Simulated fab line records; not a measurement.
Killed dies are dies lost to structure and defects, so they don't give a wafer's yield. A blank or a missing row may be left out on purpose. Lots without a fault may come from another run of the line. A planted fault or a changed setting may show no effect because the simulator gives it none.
Which of the tools did it? -- flow n5_finfet -- 12 lots with 36 wafers sampled at 2 steps, on a route of 1938 steps

## WHAT EACH GAUGE READ, for each wafer
N5_PASSIVATION_OVL_MEAS_66. Usual: for PASS_OPEN_OVL the level is 3 nm and the standard deviation is 5.1.
lot,measured,on,PASS_OPEN_OVL (nm),flag
L227,day 14 22:31,overlay-02,-4 8 -3,
L228,day 13 23:32,overlay-01,0 2 0,
L230,day 15 14:00,overlay-01,7 11 14,
L231,day 15 17:54,overlay-02,-2 4 -2,
L232,day 16 13:59,overlay-01,3 0 -4,
L234,day 17 02:58,overlay-01,2 -2 7,
L236,day 16 10:37,overlay-01,0 0 11,
L238,day 17 23:26,overlay-02,1 11 -2,
L239,day 18 20:51,overlay-01,8 -5 5,
L241,day 18 18:26,overlay-02,-2 5 -1,
L246,day 19 02:24,overlay-02,10 5 13,
L250,day 20 05:35,overlay-01,0 1 7,

## WHAT TOOL EACH LOT RAN ON (gives the tool, then ch and the chambers of the sampled wafers, and finally the start)
lot,N5_GATE_CUT_CUT_ETCH_53
L227,"rie_metal-01 ch 0,1, day 4 11:35"
L228,"rie_metal-03 ch 0,1, day 4 20:08"
L230,"rie_metal-02 ch 0,1, day 5 06:29"
L231,"rie_metal-01 ch 0,1, day 5 12:12"
L232,"rie_metal-01 ch 0,1, day 5 17:35"
L234,"rie_metal-03 ch 0,1, day 6 16:14"
L236,"rie_metal-03 ch 1, day 7 00:04"
L238,"rie_metal-03 ch 0,1, day 7 09:01"
L239,"rie_metal-02 ch 0,1, day 7 11:13"
L241,"rie_metal-03 ch 1, day 7 23:17"
L246,"rie_metal-01 ch 0,1, day 9 06:37"
L250,"rie_metal-02 ch 0, day 10 07:19"
- N5_GATE_CUT_CUT_ETCH_53: etches W in SF6/Cl2, target depth 79.2 nm.

## AS READ BY THE TOOLS THEMSELVES (means over the sampled wafers that have a number; for cases with no such wafer, the mark the record gives instead)
N5_GATE_CUT_CUT_ETCH_53. Usual: drypump_motor_current_A 5.7 A, standard deviation 0.51; etch_rf_on_time_s 26.4 s, standard deviation 0.46; oes_product_au 0.67 a.u., standard deviation 0.11; throttle_valve_pct 28.84 %, standard deviation 0.17.
lot,tool,drypump_motor_current_A (A),etch_rf_on_time_s (s),oes_product_au (a.u.),throttle_valve_pct (%),flag
L227,rie_metal-01,5.5,26.4,0.59,28.87,
L228,rie_metal-03,5.1,26.4,0.63,28.86,
L230,rie_metal-02,6.2,26.6,0.71,28.68,
L231,rie_metal-01,5.8,26.6,0.55,28.86,
L232,rie_metal-01,5.8,26.1,0.55,28.87,
L234,rie_metal-03,5.1,26.4,0.62,28.87,
L236,rie_metal-03,5.5,26.3,0.79,29.20,
L238,rie_metal-03,5.3,26.3,0.71,29.04,
L239,rie_metal-02,6.2,26.4,0.70,28.67,
L241,rie_metal-03,5.5,26.3,0.78,29.21,
L246,rie_metal-01,5.8,26.1,0.76,28.77,
L250,rie_metal-02,6.2,26.7,0.69,28.71,

## THE ANSWER, worked out from the rows above alone
Rule: lot off if the mean of its wafers having a number is beyond 3 standard deviations from the usual mean. Also off: a lot with no number at a reading for which 4 or more lots have one. All remaining lots with rows at the step are treated as sound. After the gauges, taken in route order, come the tools' own readings; for these a lot's mean is taken, as printed above. At the first step where some lot is off, the reading lying furthest off is the one used; lots without a number count as furthest.
No lot is off on any of the readings shown, so nothing can be concluded from this.

## WHAT THE SIMULATOR HAD INSERTED
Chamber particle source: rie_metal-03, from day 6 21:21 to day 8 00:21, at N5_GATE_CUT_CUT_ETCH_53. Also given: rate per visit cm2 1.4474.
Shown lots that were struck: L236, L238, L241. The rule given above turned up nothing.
